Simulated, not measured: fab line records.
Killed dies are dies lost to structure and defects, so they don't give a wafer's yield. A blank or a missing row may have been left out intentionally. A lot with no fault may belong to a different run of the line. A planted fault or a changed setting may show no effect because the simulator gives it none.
A lot that was struck, set against a sound lot | flow nand_harc | 14 out of 1302 route steps
Sound: these wafers, L282.1, L282.4, L282.5. Struck: wafer L291.1 (L291.2, L291.4, from the same lot, were not struck and are left out); the cause is given at the end.
Each step with rows lists, per side, the tool, then ch with its chambers, then its first start. Under that, the readings that differ: sound wafers | struck wafers | difference of the means | sigmas: that difference in standard deviations of wafers without a fault.
alike: words and numbers the same on both sides, and readings whose means are apart by under 2 such deviations; not compared: readings that were withheld, readings missing a value for some wafer, numbers with overlapping values and no deviation given by the record, and bounds like >300 which may hide the same value.
The two part at a step that has a row with sigmas, a row that says differs or no value, or rows on one side only. Numbers that have no deviation but don't overlap get no sigmas and don't part them. A reading that every wafer of one side lacks parts them only if that side has two wafers or more.

first, 8 steps without rows for these wafers: NHARC_A_BONDPAD_HMDS_02 (time 30 s); NHARC_A_BONDPAD_COAT_33 (time 65 s); NHARC_A_BONDPAD_COAT_03 (resist thk 600 nm); NHARC_A_BONDPAD_SOFTBAKE_04 (time 70 s); NHARC_A_BONDPAD_EBR_05; NHARC_A_BONDPAD_EXPOSE_06 (exposes mask A BPAD); NHARC_A_BONDPAD_PEB_07 (peb time 80 s); NHARC_A_BONDPAD_DEVELOP_08 (time 50 s).
NHARC_A_BONDPAD_CD_MEAS_09: the cd target is 500 nm.
  sound on cd_sem-01 ch 0, day 23 00:23; struck on cd_sem-02 ch 0, day 27 16:11
  alike: cd_nm
NHARC_A_BONDPAD_OVL_MEAS_35:
  sound on overlay-02, day 23 00:29; struck on overlay-02, day 27 16:17
  alike: overlay_x_nm, overlay_y_nm
then, 1 step without rows for these wafers: NHARC_A_BONDPAD_HARDBAKE_10 (time 65 s).
NHARC_A_BONDPAD_DESCUM_11: chemistry O2, time 3 s.
  sound on rie_diel-02 ch 0,1,2, day 23 00:37; struck on rie_diel-02 ch 3, day 27 16:25
  reading                         | sound          | struck | difference | sigmas
  drypump_motor_current_A (A)     | 6.02 6.17 6.35 | 5.59   | -0.59      | -3
  rf_vpp_V (V)                    | 58.7 57.7 60.5 | 56.9   | -2.1       | -2
  showerhead_plenum_p_Torr (Torr) | 2.06 2.07 1.99 | 1.77   | -0.27      | -3
  alike: o2_flow_sccm, oes_product_au, throttle_valve_pct
  not compared: rf_hours_counter_h
NHARC_A_BONDPAD_ETCH_34: etches the open film in N2/H2, target depth 60 nm, overetch 18 nm, time 65.91 s.
  sound on rie_diel-02 ch 1,2, day 23 00:43; struck on rie_diel-02 ch 2, day 27 16:29
  reading               | sound             | struck | difference | sigmas
  oes_product_au (a.u.) | 1.003 0.999 1.007 | 0.808  | -0.195     | -26
  alike: drypump_motor_current_A, n2_flow_sccm, rf_vpp_V, showerhead_plenum_p_Torr, throttle_valve_pct
  not compared: rf_hours_counter_h
NHARC_A_BONDPAD_ETCH_12: etches the open film in CHF3/O2, target depth 220 nm, time 110 s.
  sound on rie_diel-02 ch 0,1; struck on rie_diel-02 ch 3
  reading                         | sound             | struck | difference | sigmas
  drypump_motor_current_A (A)     | 6.23 6.25 6.01    | 5.62   | -0.54      | -2
  rf_vpp_V (V)                    | 373.7 375.2 374.3 | 366.2  | -8.2       | -3
  showerhead_plenum_p_Torr (Torr) | 2.59 2.59 2.58    | 2.23   | -0.36      | -3
  alike: o2_flow_sccm, oes_product_au, throttle_valve_pct
  not compared: rf_hours_counter_h

== WHERE THEY PART ==
Last at NHARC_A_BONDPAD_ETCH_12 as far as this record goes, first at NHARC_A_BONDPAD_DESCUM_11.

WHY: what the simulator had put in
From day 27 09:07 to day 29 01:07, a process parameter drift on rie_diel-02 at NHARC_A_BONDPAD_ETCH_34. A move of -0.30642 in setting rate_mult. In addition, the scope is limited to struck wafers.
